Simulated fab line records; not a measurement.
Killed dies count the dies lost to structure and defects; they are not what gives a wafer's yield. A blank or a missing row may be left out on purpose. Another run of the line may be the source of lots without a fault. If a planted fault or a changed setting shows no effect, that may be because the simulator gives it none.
Split-lot study | flow n5_finfet | 21 wafers read across 7 lots, on a route 1938 steps long

== THE SPLIT ITSELF ==
At N5_BEOL_M10_PECVD_70 (deposits SiO2 from TEOS/O2, target thk 20 nm, time 22.7 s), the setting temp_c was moved away from the recipe's 400 C on 5 of the 21 wafers read, by -3.9% to +4.2%. The other wafers ran this setting at the recipe's value.

Reading taken at the split's own step.

== THE READING ==
SiO2_of_BEOL_M10_PECVD_70.thk_nm (the simulator's own value, which no gauge read), in nm, at N5_BEOL_M10_PECVD_70 (deposits SiO2 from TEOS/O2, target thk 20 nm, time 22.7 s). No usual value for it is given in the file. The 16 wafers here that ran the recipe average 20.2 nm, standard deviation 0.44 nm.

wafer  | tool, chamber at the split | temp_c as run, C | against the recipe | SiO2_of_BEOL_M10_PECVD_70.thk_nm, nm | against lot-mates on the recipe
L080.1 | pecvd-04, 1                | 400              | recipe             | 20.4                                 | -
L080.2 | pecvd-04, 2                | 400              | recipe             | 20.2                                 | -
L080.5 | pecvd-04, 1                | 400              | recipe             | 20.6                                 | -
L081.1 | pecvd-04, 2,0              | 400              | recipe             | 20.2                                 | -
L081.3 | pecvd-04, 2,0              | 400              | recipe             | 20.2                                 | -
L081.4 | pecvd-04, 0                | 400              | recipe             | 20.4                                 | -
L091.2 | pecvd-03, 2                | 400              | recipe             | 19.8                                 | -
L091.5 | pecvd-03, 1                | 400              | recipe             | 19.4                                 | -
L091.6 | pecvd-03, 2                | 400              | recipe             | 20                                   | -
L090.1 | pecvd-04, 2                | 410.9            | +2.7%              | 18.8                                 | -1.9
L090.5 | pecvd-04, 2                | 400              | recipe             | 20.6                                 | -
L090.6 | pecvd-04, 0                | 400              | recipe             | 20.8                                 | -
L093.2 | pecvd-04, 1                | 384.4            | -3.9%              | 22.4                                 | +1.4
L093.5 | pecvd-04, 1                | 384.4            | -3.9%              | 22.8                                 | +1.8
L093.6 | pecvd-04, 0                | 400              | recipe             | 21                                   | -
L096.1 | pecvd-01, 2                | 416.8            | +4.2%              | 18                                   | -1.8
L096.2 | pecvd-01, 0                | 400              | recipe             | 19.8                                 | -
L096.3 | pecvd-01, 1                | 416.8            | +4.2%              | 17.8                                 | -2.0
L097.2 | pecvd-03, 0,1              | 400              | recipe             | 19.6                                 | -
L097.4 | pecvd-03, 0,1              | 400              | recipe             | 19.6                                 | -
L097.6 | pecvd-03, 2                | 400              | recipe             | 20                                   | -
When a row names more than one chamber, that row covers several wafers, and the file does not tell which wafer ran in which chamber.

THE FIT
A straight line over all 21 wafers: SiO2_of_BEOL_M10_PECVD_70.thk_nm changes by -0.573 nm for each +1% of temp_c; r = -0.94; the points scatter about the line by 0.42 nm.
The same after taking each lot's own level away (the mean of its wafers on the recipe; 21 wafers): -0.458 nm for each +1%; r = -0.97; scatter 0.23 nm.
Per that fit: largest temp_c move, reading shift of 1.9 nm.
The span of the lots' own levels, 19.73 to 21.00 nm, comes to 2.9 times the standard deviation stated above.
So the lot-to-lot level changes the slope: the two fits differ.
Check: for one of the wafers moved furthest among these (+4.2%), held out of the fit, the line's prediction against its lot-mates is -2.03 nm. It came out at -1.8 nm against them.

== THESE WAFERS: OTHER SPLITS ==
Before the reading, these wafers also passed through other splits. Each is held against what the fit with the lots' levels taken away leaves over:
other split on the same wafers | wafers away from the commonest value | r with SiO2_of_BEOL_M10_PECVD_70.thk_nm (lot level and that fit taken away)
N5_BEOL_M8_EXPOSE_25 dose_mj   | 9                                    | +0.28
N5_BEOL_M9_PECVD_70 time_s     | 10                                   | +0.06
N5_BEOL_M9_COAT_05 spin_rpm    | 8                                    | -0.29
N5_BEOL_M10_ILD_DEP_00 time_s  | 7                                    | -0.13

== FILE'S OWN FIT ==
SiO2_of_BEOL_M10_PECVD_70.thk_nm changes by -0.482 nm for each +1% of temp_c, r = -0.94.
